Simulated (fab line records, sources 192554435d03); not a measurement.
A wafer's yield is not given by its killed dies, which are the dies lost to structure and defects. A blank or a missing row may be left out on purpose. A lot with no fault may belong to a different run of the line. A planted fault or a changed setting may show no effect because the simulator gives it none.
The tool behind it: which one? -- flow n5-finfet -- 20 lots with 60 wafers sampled at 6 steps, on a route of 1938 steps

## WHAT THE GAUGES SHOWED, per wafer
The record holds no reading of a measuring or inspecting step that can be judged against a usual standard deviation.

## WHAT TOOL EACH LOT RAN ON (gives the tool, then ch and the chambers of the sampled wafers, and finally the start)
lot,N5_BEOL_M0_SAQP_STRIP_86,N5_BEOL_M0_SAQP_SPACER1_ALD_98,N5_BEOL_M0_SAQP_MANDREL1_REMOVE_100,N5_BEOL_M0_SAQP_ETCH_106,N5_BEOL_M0_STRIP_142,N5_BEOL_M0_CO_CAP_123
L074,"rie-diel-02 ch 0,3, day 5 10:17","ald-sin-01 ch 0,1, day 5 10:47","rie-si-01 ch 0,2,3, day 5 11:28","rie-diel-06 ch 0,3, day 5 12:22","rie-diel-03 ch 0,3, day 5 17:53","cvd-co-01 ch 0,2, day 5 22:20"
L075,"rie-diel-05 ch 0,1,3, day 5 19:34","ald-sin-01 ch 0,1,3, day 5 20:37","rie-si-02 ch 0,1,3, day 5 21:11","rie-diel-06 ch 0,1,3, day 5 22:00","rie-diel-03 ch 0,1,2, day 6 03:59","cvd-co-01 ch 0,2, day 6 06:52"
L076,"rie-diel-06 ch 1,2,3, day 6 01:49","ald-sin-01 ch 0,3, day 6 02:20","rie-si-01 ch 1,3, day 6 02:53","rie-diel-05 ch 0,1,2, day 6 03:53","rie-diel-04 ch 0,1,2, day 6 09:19","cvd-co-01 ch 0,2, day 6 16:14"
L077,"rie-diel-06 ch 1,3, day 6 06:11","ald-sin-01 ch 1,3, day 6 06:42","rie-si-06 ch 0,1, day 6 07:16","rie-diel-05 ch 1,2, day 6 08:05","rie-diel-04 ch 0,3, day 6 15:25","cvd-co-02 ch 0,1,2, day 6 18:13"
L078,"rie-diel-02 ch 0,2,3, day 6 10:39","ald-sin-01 ch 1,2,3, day 6 11:28","rie-si-02 ch 0,1,3, day 6 12:01","rie-diel-05 ch 1,2, day 6 12:50","rie-diel-03 ch 0,1,2, day 6 17:56","cvd-co-02 ch 0,1,2, day 6 20:37"
L079,"rie-diel-02 ch 0,1,2, day 6 16:26","ald-sin-03 ch 0,2,3, day 6 17:11","rie-si-01 ch 0,1, day 6 17:35","rie-diel-02 ch 0,1, day 6 18:24","rie-diel-03 ch 2,3, day 7 01:09","cvd-co-01 ch 0,1,2, day 7 05:52"
L080,"rie-diel-06 ch 0,2, day 7 07:52","ald-sin-01 ch 1,2, day 7 08:23","rie-si-02 ch 1,3, day 7 08:56","rie-diel-05 ch 0,1,3, day 7 09:46","rie-diel-03 ch 0,1,2, day 7 16:52","cvd-co-02 ch 1,2, day 7 19:45"
L082,"rie-diel-02 ch 0,1, day 7 11:31","ald-sin-03 ch 0,1,2, day 7 13:27","rie-si-02 ch 1,2, day 7 14:01","rie-diel-05 ch 0,1, day 7 14:50","rie-diel-01 ch 0,1,2, day 8 00:33","cvd-co-02 ch 0,1, day 8 03:31"
L083,"rie-diel-02 ch 0,2,3, day 7 19:40","ald-sin-01 ch 0,1,2, day 7 20:11","rie-si-02 ch 2,3, day 7 20:44","rie-diel-06 ch 0,2,3, day 7 21:33","rie-diel-01 ch 1,2, day 8 04:17","cvd-co-01 ch 0,2, day 8 09:12"
L084,"rie-diel-05 ch 0,1,2, day 8 01:33","ald-sin-04 ch 0,2, day 8 02:04","rie-si-06 ch 1,2, day 8 02:37","rie-diel-02 ch 0,2, day 8 03:27","rie-diel-01 ch 0,1,3, day 8 08:58","cvd-co-01 ch 0,1,2, day 8 13:26"
L086,"rie-diel-02 ch 0,1, day 8 13:51","ald-sin-03 ch 1,3, day 8 14:22","rie-si-06 ch 0,1,2, day 8 14:56","rie-diel-05 ch 0,1, day 8 15:53","rie-diel-04 ch 0,2, day 8 21:33","cvd-co-02 ch 0,1,2, day 9 01:55"
L085,"rie-diel-06 ch 1,3, day 8 17:23","ald-sin-01 ch 0,2,3, day 8 17:53","rie-si-02 ch 1,2,3, day 8 18:28","rie-diel-06 ch 1,2, day 8 19:17","rie-diel-04 ch 0,1, day 9 01:17","cvd-co-02 ch 0,1, day 9 04:42"
L087,"rie-diel-02 ch 2,3, day 8 22:25","ald-sin-03 ch 1,2, day 8 23:04","rie-si-01 ch 0,1,3, day 8 23:37","rie-diel-05 ch 0,2,3, day 9 00:26","rie-diel-04 ch 0,1,2, day 9 07:22","cvd-co-01 ch 0,1,2, day 9 11:20"
L089,"rie-diel-02 ch 1,2,3, day 9 06:23","ald-sin-01 ch 2,3, day 9 06:56","rie-si-02 ch 2,3, day 9 07:37","rie-diel-02 ch 1,2, day 9 08:26","rie-diel-03 ch 0,1,2, day 9 14:07","cvd-co-02 ch 0,2, day 9 17:47"
L088,"rie-diel-05 ch 1,2,3, day 9 10:23","ald-sin-01 ch 0,1,2, day 9 11:29","rie-si-06 ch 0,2, day 9 12:02","rie-diel-02 ch 1,2,3, day 9 12:52","rie-diel-04 ch 1,3, day 9 19:49","cvd-co-02 ch 0,2, day 9 21:56"
L090,"rie-diel-05 ch 1,2,3, day 9 14:40","ald-sin-03 ch 1,2, day 9 15:14","rie-si-06 ch 1,2,3, day 9 15:48","rie-diel-02 ch 1,2, day 9 16:37","rie-diel-04 ch 0,1,3, day 9 22:55","cvd-co-02 ch 0,1,2, day 10 03:34"
L091,"rie-diel-06 ch 0,1,2, day 9 19:56","ald-sin-03 ch 0,1,3, day 9 20:28","rie-si-01 ch 0,2,3, day 9 21:01","rie-diel-02 ch 0,1,3, day 9 21:50","rie-diel-01 ch 0,2,3, day 10 02:08","cvd-co-01 ch 0,2, day 10 06:26"
L093,"rie-diel-02 ch 0,1,3, day 10 07:29","ald-sin-04 ch 0,1,3, day 10 08:00","rie-si-02 ch 1,3, day 10 08:34","rie-diel-06 ch 0,2,3, day 10 09:25","rie-diel-03 ch 0,2,3, day 10 19:30","cvd-co-02 ch 0,2, day 10 22:01"
L095,"rie-diel-05 ch 1,3, day 10 19:01","ald-sin-03 ch 0, day 10 19:31","rie-si-01 ch 0,1, day 10 20:19","rie-diel-06 ch 0,1,3, day 10 21:14","rie-diel-01 ch 0,2, day 11 04:34","cvd-co-02 ch 1,2, day 11 07:44"
L097,"rie-diel-02 ch 0,1,3, day 12 02:08","ald-sin-01 ch 1,2, day 12 02:40","rie-si-06 ch 0,3, day 12 03:13","rie-diel-06 ch 1,3, day 12 04:02","rie-diel-04 ch 1,2,3, day 12 10:17","cvd-co-02 ch 0,1, day 12 14:00"
- N5_BEOL_M0_SAQP_STRIP_86: strips in N2/H2.
- N5_BEOL_M0_SAQP_SPACER1_ALD_98: deposits SiO2, target thk 12.8 nm, pulse time 1 s, purge time 2 s.
- N5_BEOL_M0_SAQP_MANDREL1_REMOVE_100: chemistry HBr/Cl2/O2, target a-Si, stops on SiNx, bt time 10 s.
- N5_BEOL_M0_SAQP_ETCH_106: etches SOC in N2/H2, stops on SiNx, target depth 150 nm.
- N5_BEOL_M0_STRIP_142: strips in N2/H2, time 10 s.
- N5_BEOL_M0_CO_CAP_123: material Co, precursor CCTBA/H2, target thk 2 nm, time 102.1 s.

## WHAT THE TOOLS THEMSELVES READ (means of the sampled wafers that have a number; where no wafer has one, the mark that the record gives instead)
N5_BEOL_M0_SAQP_STRIP_86.
lot,tool,chamber-pressure-mTorr (mTorr),drypump-motor-current-A (A),oes-product-au (a.u.),rf-vpp-V (V),showerhead-plenum-p-Torr (Torr),throttle-valve-pct (%)
L074,rie-diel-02,49.97,5.4,0.84,122.5,3.35,18.34
L075,rie-diel-05,49.96,5.6,0.78,121.7,3.46,18.39
L076,rie-diel-06,49.96,5.9,0.79,121.2,3.28,18.89
L077,rie-diel-06,50.01,5.4,0.82,120.3,3.27,18.79
L078,rie-diel-02,49.98,5.5,0.85,121.3,3.36,18.54
L079,rie-diel-02,50.02,6.1,0.86,123.6,3.46,18.72
L080,rie-diel-06,49.99,6.3,0.70,120.6,3.33,19.05
L082,rie-diel-02,50.05,6.0,0.85,121.6,3.45,18.54
L083,rie-diel-02,49.96,5.5,0.83,121.6,3.36,18.56
L084,rie-diel-05,50.03,5.5,0.81,121.6,3.38,18.48
L086,rie-diel-02,50.00,6.2,0.86,121.9,3.50,18.80
L085,rie-diel-06,50.01,5.6,0.81,120.9,3.25,18.89
L087,rie-diel-02,49.96,5.7,0.83,121.1,3.36,18.75
L089,rie-diel-02,49.93,5.8,0.85,122.7,3.41,18.83
L088,rie-diel-05,49.93,5.7,0.80,122.3,3.38,18.53
L090,rie-diel-05,50.04,5.7,0.80,122.6,3.38,18.52
L091,rie-diel-06,49.97,6.0,0.73,120.2,3.29,18.97
L093,rie-diel-02,49.97,5.7,0.83,122.2,3.40,18.66
L095,rie-diel-05,50.04,5.9,0.74,121.5,3.44,18.45
L097,rie-diel-02,49.98,5.6,0.80,122.9,3.39,18.69

N5_BEOL_M0_SAQP_SPACER1_ALD_98.
lot,tool,chamber-pressure-Torr (Torr),heater-power-w (W),precursor-pulse-height-rel
L074,ald-sin-01,2.002,432,1.002
L075,ald-sin-01,2.002,466,0.989
L076,ald-sin-01,2.000,501,0.993
L077,ald-sin-01,1.999,493,1.014
L078,ald-sin-01,1.996,510,1.010
L079,ald-sin-03,1.998,478,0.982
L080,ald-sin-01,1.994,532,0.980
L082,ald-sin-03,2.002,468,0.986
L083,ald-sin-01,2.002,497,1.009
L084,ald-sin-04,2.001,456,1.009
L086,ald-sin-03,1.998,438,0.999
L085,ald-sin-01,2.005,539,0.990
L087,ald-sin-03,1.996,501,1.000
L089,ald-sin-01,2.000,571,1.005
L088,ald-sin-01,2.003,489,1.004
L090,ald-sin-03,2.000,469,1.008
L091,ald-sin-03,1.996,443,0.999
L093,ald-sin-04,2.000,464,1.001
L095,ald-sin-03,2.002,453,1.002
L097,ald-sin-01,2.000,547,0.998

N5_BEOL_M0_SAQP_MANDREL1_REMOVE_100.
lot,tool,HBr_flow_sccm (sccm),chamber-pressure-mTorr (mTorr),drypump-motor-current-A (A),oes-product-au (a.u.),throttle-valve-pct (%)
L074,rie-si-01,149.8,9.996,5.2,1.009,36.66
L075,rie-si-02,149.4,10.009,6.1,0.994,36.67
L076,rie-si-01,150.0,10.005,5.2,1.014,36.58
L077,rie-si-06,150.1,10.001,6.1,0.994,36.88
L078,rie-si-02,149.8,10.002,6.2,0.990,36.68
L079,rie-si-01,149.9,9.996,5.3,0.990,36.86
L080,rie-si-02,150.0,9.997,6.1,0.982,36.81
L082,rie-si-02,150.4,10.006,5.6,0.997,36.59
L083,rie-si-02,149.4,9.987,5.5,0.992,36.60
L084,rie-si-06,150.5,9.993,5.9,0.979,37.11
L086,rie-si-06,150.2,10.011,5.8,0.985,36.95
L085,rie-si-02,150.0,10.002,5.8,0.984,36.69
L087,rie-si-01,150.4,10.000,5.2,1.008,36.69
L089,rie-si-02,150.0,10.000,5.5,0.993,36.61
L088,rie-si-06,149.8,10.005,5.7,0.994,36.80
L090,rie-si-06,150.1,10.008,5.6,0.981,36.89
L091,rie-si-01,150.3,10.001,5.2,1.012,36.65
L093,rie-si-02,149.9,9.997,6.1,0.991,36.80
L095,rie-si-01,149.5,10.009,5.2,0.988,36.80
L097,rie-si-06,150.0,9.996,5.6,0.990,36.46

N5_BEOL_M0_SAQP_ETCH_106.
lot,tool,chamber-pressure-mTorr (mTorr),drypump-motor-current-A (A),oes-product-au (a.u.),rf-vpp-V (V),showerhead-plenum-p-Torr (Torr),throttle-valve-pct (%)
L074,rie-diel-06,29.962,6.1,0.75,240.5,2.51,17.79
L075,rie-diel-06,30.008,5.7,0.78,239.8,2.49,17.77
L076,rie-diel-05,29.979,5.4,0.82,240.4,2.57,17.53
L077,rie-diel-05,30.007,5.8,0.82,240.7,2.53,17.46
L078,rie-diel-05,30.006,5.8,0.81,240.6,2.53,17.47
L079,rie-diel-02,29.997,6.2,0.87,241.4,2.66,17.58
L080,rie-diel-05,29.998,5.6,0.76,241.7,2.62,17.49
L082,rie-diel-05,30.037,5.7,0.75,242.2,2.57,17.48
L083,rie-diel-06,30.002,6.2,0.73,240.5,2.49,17.91
L084,rie-diel-02,30.026,5.9,0.82,241.3,2.57,17.49
L086,rie-diel-05,29.997,5.7,0.75,241.0,2.57,17.48
L085,rie-diel-06,29.996,6.2,0.73,239.6,2.49,17.91
L087,rie-diel-05,29.978,5.4,0.80,240.9,2.60,17.59
L089,rie-diel-02,29.984,6.3,0.84,242.0,2.66,17.77
L088,rie-diel-02,29.984,5.7,0.82,241.0,2.58,17.69
L090,rie-diel-02,30.008,6.3,0.84,242.6,2.66,17.78
L091,rie-diel-02,29.991,5.6,0.82,240.8,2.58,17.55
L093,rie-diel-06,29.985,6.2,0.72,239.5,2.49,17.93
L095,rie-diel-06,30.021,5.7,0.76,239.5,2.48,17.82
L097,rie-diel-06,30.000,5.4,0.77,239.4,2.45,17.83

N5_BEOL_M0_STRIP_142.
lot,tool,chamber-pressure-mTorr (mTorr),drypump-motor-current-A (A),oes-product-au (a.u.),rf-vpp-V (V),showerhead-plenum-p-Torr (Torr),throttle-valve-pct (%)
L074,rie-diel-03,20.012,5.1,0.71,59.6,2.58,23.85
L075,rie-diel-03,19.999,5.8,0.78,59.0,2.54,23.63
L076,rie-diel-04,19.988,5.5,0.90,59.3,2.59,23.48
L077,rie-diel-04,20.012,5.8,0.76,58.3,2.42,23.67
L078,rie-diel-03,19.993,5.8,0.78,59.0,2.54,23.64
L079,rie-diel-03,20.001,5.0,0.73,59.1,2.56,24.02
L080,rie-diel-03,20.009,5.8,0.77,58.7,2.54,23.64
L082,rie-diel-01,20.006,5.4,0.88,59.7,2.66,23.47
L083,rie-diel-01,19.989,5.2,0.92,59.2,2.71,23.51
L084,rie-diel-01,20.013,5.7,0.85,59.6,2.58,23.55
L086,rie-diel-04,19.999,5.6,0.86,59.1,2.50,23.52
L085,rie-diel-04,20.010,5.2,0.88,59.7,2.56,23.60
L087,rie-diel-04,19.996,5.5,0.86,59.2,2.58,23.53
L089,rie-diel-03,19.977,5.8,0.85,59.1,2.53,23.59
L088,rie-diel-04,19.983,5.4,0.91,60.0,2.70,23.58
L090,rie-diel-04,20.020,5.5,0.91,59.5,2.63,23.59
L091,rie-diel-01,19.986,5.8,0.85,58.8,2.58,23.56
L093,rie-diel-03,19.996,5.2,0.79,59.2,2.50,23.74
L095,rie-diel-01,19.993,5.6,0.82,59.1,2.59,23.44
L097,rie-diel-04,20.005,5.8,0.84,60.2,2.64,23.54

N5_BEOL_M0_CO_CAP_123.
lot,tool,chamber-pressure-Torr (Torr),heater-power-w (W)
L074,cvd-co-01,29.93,230
L075,cvd-co-01,29.91,227
L076,cvd-co-01,29.98,233
L077,cvd-co-02,30.03,226
L078,cvd-co-02,29.91,225
L079,cvd-co-01,30.03,224
L080,cvd-co-02,30.00,200
L082,cvd-co-02,30.01,248
L083,cvd-co-01,30.00,225
L084,cvd-co-01,30.02,227
L086,cvd-co-02,30.01,227
L085,cvd-co-02,29.96,255
L087,cvd-co-01,30.01,227
L089,cvd-co-02,30.02,218
L088,cvd-co-02,30.01,248
L090,cvd-co-02,29.99,224
L091,cvd-co-01,29.93,228
L093,cvd-co-02,30.03,250
L095,cvd-co-02,30.01,202
L097,cvd-co-02,30.00,249

## THE ANSWER, worked out from the rows above alone
Rule: the usual values come from the lots themselves. The widest of any qualifying gaps counts: lots, ordered by their means at a reading, are off when they make up no more than a third of the lots, leave a main group of 4 or more, and stand apart from it by 3 or more times the standard deviation of that group's means. The tables above print the reading to a certain number of digits; a main group whose means all agree to those digits is not used. Also off: a lot with no number at a reading for which 4 or more lots have one. The other lots that the step has rows for count as sound. After the gauges, taken in route order, come the tools' own readings; for these a lot's mean is taken, as printed above. At the first step where some lot is off, the reading lying furthest off is the one used; lots without a number count as furthest.
No lot is off on any of the readings shown, so nothing can be concluded from this.

## WHAT THE SIMULATOR HAD PUT IN
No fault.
